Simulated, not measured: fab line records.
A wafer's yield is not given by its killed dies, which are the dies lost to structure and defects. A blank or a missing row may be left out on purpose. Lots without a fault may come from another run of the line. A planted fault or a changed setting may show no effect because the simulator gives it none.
Chamber matching ; flow n5 finfet ; 4 sister chambers for N5_DUMMY_GATE_ETCH_42 on rie diel-02
The step etches SiO2 in CHF3/O2, target depth 3.5 nm, time 31 s. 14 wafers are shown with their chamber, then 7 later ones without.

WAFERS PAIRED WITH THEIR CHAMBERS
wafer;chamber;showerhead plenum p Torr (Torr);drypump motor current A (A);throttle valve pct (%)
L079.2;2;2.26;6.6;18.78
L079.5;0;2.29;6.8;18.66
L079.6;3;2.31;6.2;19.12
L080.1;3;2.31;6.2;19.11
L080.2;0;2.29;6.8;18.66
L080.4;1;2.52;5.5;18.74
L081.3;2;2.26;6.6;18.78
L081.5;3;2.31;6.2;19.13
L081.6;2;2.26;6.6;18.77
L087.2;2;2.25;6.6;18.81
L087.4;3;2.31;6.2;19.12
L087.6;1;2.52;5.6;18.75
L089.1;3;2.30;6.2;19.13
L089.3;1;2.52;5.5;18.77

SIGNATURES (means of the wafers above)
reading;chamber 0;chamber 1;chamber 2;chamber 3;scatter within a chamber
showerhead plenum p Torr;2.2900;2.5200;2.2575;2.3080;0.00394
drypump motor current A;6.800;5.533;6.600;6.200;0.0258
throttle valve pct;18.6600;18.7533;18.7850;19.1220;0.0128
Rule: a wafer's distance from a chamber is the root of the sum, over the readings, of the square of ((its reading less the chamber's mean) divided by the reading's scatter). The wafer belongs to the nearest chamber; if the next one is less than 2 further off, it can't be placed. The scatter: the root of (the sum of the squares of (reading less its chamber's mean) over the shown wafers, divided by (wafers less chambers)).

WAFERS WHOSE CHAMBER IS MISSING
wafer;showerhead plenum p Torr (Torr);drypump motor current A (A);throttle valve pct (%)
L089.6;2.30;6.2;19.13
L094.2;2.25;6.7;18.81
L094.5;2.30;6.2;19.16
L094.6;2.25;6.6;18.82
L097.1;2.24;6.7;18.83
L097.3;2.51;5.5;18.79
L097.5;2.24;6.7;18.82

EACH ONE'S CHAMBER
wafer;from the rows above;in truth
L089.6;3;3
L094.2;2;2
L094.5;3;3
L094.6;2;2
L097.1;2;2
L097.3;1;1
L097.5;2;2
Correctly placed: 7 of 7. Not placeable from these rows: 0. Placed wrongly: 0.
